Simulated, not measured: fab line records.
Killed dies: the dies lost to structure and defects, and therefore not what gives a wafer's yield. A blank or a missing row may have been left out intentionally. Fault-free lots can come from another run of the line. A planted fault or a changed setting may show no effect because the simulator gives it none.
fab line records | flow n5Finfet
record: lots: 10 wafers: 30 lastDay: 18
route steps=1938 shown BEOL_M9@1405 PASSIVATION@1936
lots with no fault: from the same line, run without faults
startH: hours from the record's first day to the start of the lot's first wafer shown | waitH: time in hours since the lot's previous step | " repeats the value in the row above | L1.1+2: a single row standing in for several wafers | - no value present, or no start provided | * or withheld: withheld | < > ~ a bound
route shown NAME@n: NAME is a module with steps in the file, n the number in the route of the first one | usual: the fault-free wafers' mean and standard deviation | same: alike in all rows | chamber/n: place in a boat | sites: readings site by site | _std_site: their standard deviation | _edge_site: outer sites' mean less inner sites' | radiusMm: for every site, how far away it sits from the centre of the wafer | mask NAME#n: copy n | behind: the most recent tool/chamber to have shaped the wafer | hold: cause of the lot's hold/its duration in hours/its outcome | device: whichever transistor did not switch (one of n, p or np) | end of line: the route-end tests of the same wafers | step lacking rows: just its recipe | killed: dies lost to structure and defects at the first sort, not the wafer's yield | map: shows each die of a wafer: x if killed, . if not, _ if none is there
set.NAME: the setting that was run; set.NAME@STEP: the one run at that earlier step | model.NAME: the simulator's own value behind a step, which no gauge read
route steps across a sampled set of lots; one table per step, one row per wafer
services: from which hour (startH, from the record's first day; less than 0 if before it) a tool's chamber was out of use, for how many hours, and why
== steps ==
step: N5_BEOL_M9_HM_DEP_02
recipe: material: TiN targetThkA: 200 tempC: 25 chamberPressurePa: 0.49996
usual: throttleValvePct: 30.0/1.2
columns lot.wafer tool chamber startH waitH throttleValvePct
L254.2 pvdSputter-03 - 215.64 2.5 28.1
L254.4 " - " " 31.8
L254.5 " - " " 28.3
L258.1 pvdSputter-02 - 245.85 1.7 29.9
L258.5 " - " " 29.6
L258.6 " - " " 30.7
L259.1 pvdSputter-02 - 255.92 2.2 29.2
L259.3 " - " " 29.5
L259.4 " - " " 30.6
L265.4 pvdSputter-03 - 293.18 3.4 28.0
L265.5 " - " " 28.2
L265.6 " - " " 30.8
L268.1 pvdSputter-03 - 322.14 1.0 31.7
L268.4 " - " " 30.8
L268.6 " - " " 31.9
L269.1 pvdSputter-01 - 328.90 1.4 31.3
L269.3 " - " " 31.1
L269.6 " - " " 29.2
L271.4 pvdSputter-02 - 332.86 0.7 30.6
L271.5 " - " " 29.1
L271.6 " - " " 29.6
L272.1 pvdSputter-03 - 333.74 1.0 28.0
L272.2 " - " " 31.9
L272.4 " - " " 30.5
L273.2 pvdSputter-01 - 337.74 1.4 31.3
L273.5 " - " " 29.2
L273.6 " - " " 31.3
L276.1 pvdSputter-01 - 368.56 0.8 31.2
L276.2 " - " " 31.3
L276.5 " - " " 31.1
step: N5_BEOL_M9_CD_MEAS_11
recipe: targetCdNm: 64.1 landingEnergyEv: 500 detector: seInlens polarity: opening
usual: cdNm: 63.9/0.48
columns lot.wafer tool chamber startH waitH cdNm
L254.2 cdSem-03 0 216.13 - 62.8
L254.4 " 0 " " 63.7
L254.5 " 0 " " 63.6
L258.1 cdSem-03 0 246.36 - 63.8
L258.5 " 0 " " 63.8
L258.6 " 0 " " 63.3
L259.1 cdSem-01 0 256.41 - 63.6
L259.3 " 0 " " 63.0
L259.4 " 0 " " 63.7
L265.4 cdSem-01 0 293.68 - 63.9
L265.5 " 0 " " 63.0
L265.6 " 0 " " 63.1
L268.1 cdSem-01 0 322.52 - 64.3
L268.4 " 0 " " 64.1
L268.6 " 0 " " 64.1
L269.1 cdSem-02 0 329.43 - 63.9
L269.3 " 0 " " 64.5
L269.6 " 0 " " 64.4
L271.4 cdSem-03 0 333.24 - 63.8
L271.5 " 0 " " 63.5
L271.6 " 0 " " 64.3
L272.1 cdSem-02 0 334.11 - 64.1
L272.2 " 0 " " 64.2
L272.4 " 0 " " 64.1
L273.2 cdSem-02 0 338.11 - 64.3
L273.5 " 0 " " 65.1
L273.6 " 0 " " 63.7
L276.1 cdSem-03 0 369.05 - 64.4
L276.2 " 0 " " 64.2
L276.5 " 0 " " 64.0
step: N5_BEOL_M9_ETCH_61
recipe: chemistry: CF4 target: SiARC targetDepthA: 390 maskMaterial: CAR-ArF timeS: 65 ionEnergyEv: 80 pressureMtorr: 40 sourceW: 545 biasW: 36 Ar_flow_sccm: 100 cf4FlowSccm: 100 ends: cleared
usual: drypumpMotorCurrentA: 5.5/0.4 etchRfOnTimeS: 65.3/1.1 oesProductAu: 0.66/0.066 rfFwdPowerW: 538.6/2.7 rfVppV: 184.1/1.2 showerheadPlenumPTorr: 2.15/0.062 throttleValvePct: 15.62/0.16
columns lot.wafer tool chamber startH waitH drypumpMotorCurrentA etchRfOnTimeS oesProductAu rfFwdPowerW rfHoursCounterH rfVppV showerheadPlenumPTorr throttleValvePct
L254.2 rieDiel-03 3 216.26 0.0 6.2 63.1 0.70 543.8 82 183.8 2.08 15.55
L254.4 " 0 " " 5.6 64.8 0.63 534.3 188 184.8 2.13 15.55
L254.5 " 0 " " 5.6 64.7 0.63 537.4 - 183.7 2.13 15.52
L258.1 rieDiel-03 3 246.65 0.0 6.2 63.5 0.67 539.1 91 183.8 2.07 15.56
L258.5 " 2 " " 5.4 63.7 0.77 537.1 - 182.9 2.10 15.51
L258.6 " 1 " " 5.3 64.1 0.60 539.3 - 184.5 2.20 15.80
L259.1 rieDiel-03 2 256.70 0.0 5.4 64.5 0.76 535.6 38 181.8 2.10 15.51
L259.3 " 1 " " 5.3 65.1 0.59 539.9 230 183.8 2.20 15.81
L259.4 " 3 " " 6.2 64.1 0.68 540.6 95 184.7 2.07 15.58
L265.4 rieDiel-04 0 294.29 0.0 5.7 65.5 0.63 536.7 199 183.5 2.12 15.69
L265.5 " 0 " " 5.6 65.4 0.62 535.9 - 184.7 2.13 15.70
L265.6 " 3 " " 5.3 66.4 0.60 541.1 - 185.4 2.22 15.89
L268.1 rieDiel-04 3 322.89 0.0 5.2 67.2 0.59 536.0 207 184.7 2.22 15.92
L268.4 " 1 " " 4.9 64.3 0.71 539.3 96 185.5 2.25 15.65
L268.6 " 3 " " 5.2 67.4 0.59 537.1 - 184.2 2.22 15.90
L269.1 rieDiel-04 3 329.85 0.0 5.3 67.2 0.59 538.1 209 184.3 2.21 15.93
L269.3 " 2 " " 5.3 65.4 0.73 543.7 59 182.8 2.10 15.36
L269.6 " 3 " " 5.3 67.3 0.59 537.0 - 186.7 2.21 15.90
L271.4 rieDiel-03 3 333.43 0.0 6.2 63.6 0.66 536.0 - 184.4 2.07 15.61
L271.5 " 0 " " 5.6 65.1 0.61 537.0 - 184.1 2.12 15.61
L271.6 " 2 " " 5.4 64.3 0.72 535.4 - 184.2 2.09 15.56
L272.1 rieDiel-03 2 334.24 0.0 5.4 64.5 0.73 538.3 62 183.2 2.09 15.55
L272.2 " 3 " " 6.2 63.8 0.66 536.7 115 183.8 2.07 15.60
L272.4 " 3 " " 6.2 63.9 0.66 536.3 - 184.1 2.07 15.60
L273.2 rieDiel-03 2 338.31 0.0 5.4 64.4 0.72 540.1 65 183.2 2.09 15.55
L273.5 " 0 " " 5.6 64.9 0.60 537.4 - 185.0 2.12 15.60
L273.6 " 2 " " 5.4 64.8 0.73 541.4 - 184.1 2.09 15.55
L276.1 rieDiel-05 2 369.18 0.0 6.1 66.4 0.62 534.2 195 184.5 2.13 15.67
L276.2 " 3 " " 5.8 66.3 0.59 540.9 199 183.5 2.12 15.74
L276.5 " 0 " " 4.8 65.3 0.77 540.3 - 182.9 2.18 15.34
step: N5_BEOL_M9_ETCH_62
recipe: chemistry: N2/H2 target: SOC targetDepthA: 1100 overetchA: 220 maskMaterial: SiARC tempC: 40 timeS: 165 ionEnergyEv: 200 pressureMtorr: 30 sourceW: 840 biasW: 150 n2FlowSccm: 200 h2FlowSccm: 200
usual: drypumpMotorCurrentA: 5.5/0.4 oesProductAu: 0.66/0.062 rfFwdPowerW: 836.8/2.6 rfVppV: 523.9/2.4 showerheadPlenumPTorr: 2.54/0.076 throttleValvePct: 17.85/0.2
columns lot.wafer tool chamber startH waitH drypumpMotorCurrentA oesProductAu rfFwdPowerW rfHoursCounterH rfVppV showerheadPlenumPTorr throttleValvePct
L254.2 rieDiel-03 3 216.31 0.0 6.2 0.68 838.0 82 521.8 2.47 17.72
L254.4 " 0 " " 5.6 0.63 835.3 188 523.1 2.53 17.62
L254.5 " 0 " " 5.6 0.63 839.4 - 523.5 2.53 17.60
L258.1 rieDiel-03 3 246.70 0.0 6.2 0.67 836.0 91 520.9 2.46 17.74
L258.5 " 2 " " 5.4 0.76 837.8 - 523.6 2.48 17.78
L258.6 " 1 " " 5.3 0.59 1035.1 - 490.8 2.61 17.94
L259.1 rieDiel-03 2 256.75 0.0 5.4 0.75 838.5 38 522.7 2.48 17.76
L259.3 " 1 " " 5.3 0.59 1039.0 230 489.3 2.61 17.95
L259.4 " 3 " " 6.2 0.66 840.9 95 521.3 2.46 17.74
L265.4 rieDiel-04 0 294.34 0.0 5.7 0.62 836.8 199 523.4 2.53 18.07
L265.5 " 0 " " 5.7 0.63 835.3 - 522.0 2.53 18.08
L265.6 " 3 " " 5.3 0.60 840.5 - 525.4 2.63 18.15
L268.1 rieDiel-04 3 322.94 0.0 5.2 0.59 835.7 207 527.0 2.62 18.15
L268.4 " 1 " " 4.9 0.69 839.0 96 527.2 2.67 17.99
L268.6 " 3 " " 5.3 0.60 838.1 - 528.4 2.62 18.16
L269.1 rieDiel-04 3 329.90 0.0 5.3 0.60 836.0 209 525.8 2.62 18.15
L269.3 " 2 " " 5.3 0.73 837.6 59 520.7 2.47 17.54
L269.6 " 3 " " 5.3 0.59 838.2 - 525.1 2.62 18.17
L271.4 rieDiel-03 3 333.52 0.1 6.2 0.65 833.6 - 520.8 2.45 17.79
L271.5 " 0 " " 5.6 0.60 831.2 - 524.7 2.51 17.66
L271.6 " 2 " " 5.4 0.72 832.3 - 524.1 2.47 17.82
L272.1 rieDiel-03 2 334.29 0.0 5.4 0.71 839.1 62 521.8 2.47 17.81
L272.2 " 3 " " 6.2 0.65 839.7 115 523.6 2.45 17.78
L272.4 " 3 " " 6.2 0.65 838.9 - 520.8 2.45 17.77
L273.2 rieDiel-03 2 338.36 0.0 5.4 0.71 839.1 65 522.1 2.47 17.83
L273.5 " 0 " " 5.6 0.60 837.2 - 522.6 2.51 17.68
L273.6 " 2 " " 5.4 0.71 835.5 - 520.9 2.47 17.83
L276.1 rieDiel-05 2 369.23 0.0 6.1 0.63 841.5 195 523.3 2.52 17.84
L276.2 " 3 " " 5.8 0.60 836.3 199 523.0 2.52 17.95
L276.5 " 0 " " 4.7 0.76 836.9 - 524.1 2.60 17.75
step: N5_PASSIVATION_PROBE_49
usual: defectLimitedYield: 91.5/1.4 killed_at_M0_to_M3: 32/9.8 killed_at_M4_up: 13/5.3 killedAtContacts: 13/6.4 killedAtFrontEnd: 39/10 killedAtOther: 3.1/2.5 killedDies: 100/17 killedOpen: 65/13 killedShort: 33/7.7 sort_bin_5_function: 5.0/0.93 sort_bin_6_memory: 3.2/0.69 sortNPass: 1080/17 sortYieldPct: 91.5/1.4
same: grossDies: 1180 killedAtBackSide: 0 sort_bin_4_leakage[%]: 0 sort_bin_8_speed[%]: 0
columns lot.wafer tool chamber startH waitH defectLimitedYield[%] killed_at_M0_to_M3 killed_at_M4_up killedAtContacts killedAtFrontEnd killedAtOther killedDies killedOpen killedShort sort_bin_5_function[%] sort_bin_6_memory[%] sortNPass sortYieldPct[%]
L273.2 prober-01 - 410.95 0.1 92.1 31 13 9 36 4 93 62 31 4.6 3.0 1087 92.1
L273.5 prober-01 - 411.10 0.2 91.9 35 12 13 30 5 95 64 31 5.1 2.5 1085 91.9
L273.6 prober-01 - 411.15 0.3 93.1 24 13 17 27 1 82 60 22 4.2 2.7 1098 93.1
killed by level:class
L273.2 BEOL_M2:geometricParticle:open=9 MOL_CONTACT_COAG:geometricParticle:open=8 BEOL_M4:geometricParticle:open=8 DUMMY_GATE:geometricParticle:open=6 FIN_SAQP:geometricParticle:open=5 STI_FIN_REVEAL:geometricParticle:open=5 BEOL_M1:geometricParticle:open=5 BEOL_M3:geometricParticle:open=5
L273.5 BEOL_M0_SAQP:geometricParticle:open=8 BEOL_M0_SAQP:geometricParticle:short=8 STI_FIN_REVEAL:geometricParticle:open=7 MOL_CONTACT_COAG:geometricParticle:open=7 FIN_SAQP:geometricParticle:open=6 MOL_CONTACT_COAG:geometricParticle:short=6 FIN_SAQP:geometricParticle:short=5 BEOL_M3:geometricParticle:open=5
L273.6 MOL_CONTACT_COAG:geometricParticle:open=13 FIN_SAQP:geometricParticle:open=5 BEOL_M0:geometricParticle:open=5 BEOL_M2:geometricParticle:open=5 STARTING-WAFER:geometricParticle:open=5 STI_FIN_REVEAL:geometricParticle:open=4 MOL_CONTACT_COAG:geometricParticle:short=4 BEOL_M0_SAQP:geometricParticle:open=4
== services ==
columns tool chamber startH hours kind
rieDiel-03 2 191.94 6.5 repair
pvdSputter-01 - 194.82 4.9 repair
rieDiel-05 - 203.16 0.3 repair
rieDiel-04 0 208.33 7.4 repair
rieDiel-03 3 260.74 9.0 repair
rieDiel-05 - 265.48 2.8 pm
rieDiel-05 0 278.99 - clean
rieDiel-05 0 278.99 - consumableReplace:focusRing
rieDiel-05 0 278.99 22.2 scheduledDown
rieDiel-05 0 278.99 22.2 ventCycle
rieDiel-04 0 312.76 5.1 repair
rieDiel-03 1 323.78 - clean
rieDiel-03 1 323.78 - consumableReplace:focusRing
rieDiel-03 1 323.78 14.6 scheduledDown
rieDiel-03 1 323.78 14.6 ventCycle
rieDiel-03 0 340.47 4.7 repair
== key ==
firstSign: step: N5_BEOL_M9_ETCH_62 reading: rfFwdPowerW direction: up sigmas: 77 usual: * struck: *
effect: step: N5_BEOL_M9_ETCH_62 reading: rfVppV direction: down sigmas: 14 usual: 523.9 struck: 490.0
metAt N5_BEOL_M9_ETCH_62
struckLots L258,L259
struckWafers L258.6,L259.3
notActingAt N5_BEOL_M9_HM_DEP_02,N5_BEOL_M9_CD_MEAS_11,N5_BEOL_M9_ETCH_61
fault: kind: processParameterDrift tool: rieDiel-03 chamber: 1 onsetH: 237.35 steps: N5_BEOL_M9_ETCH_62 channel: sourceW offset: 201.6 shape: step endH: 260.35 actsIn: theseRecipesOnly stated: 840
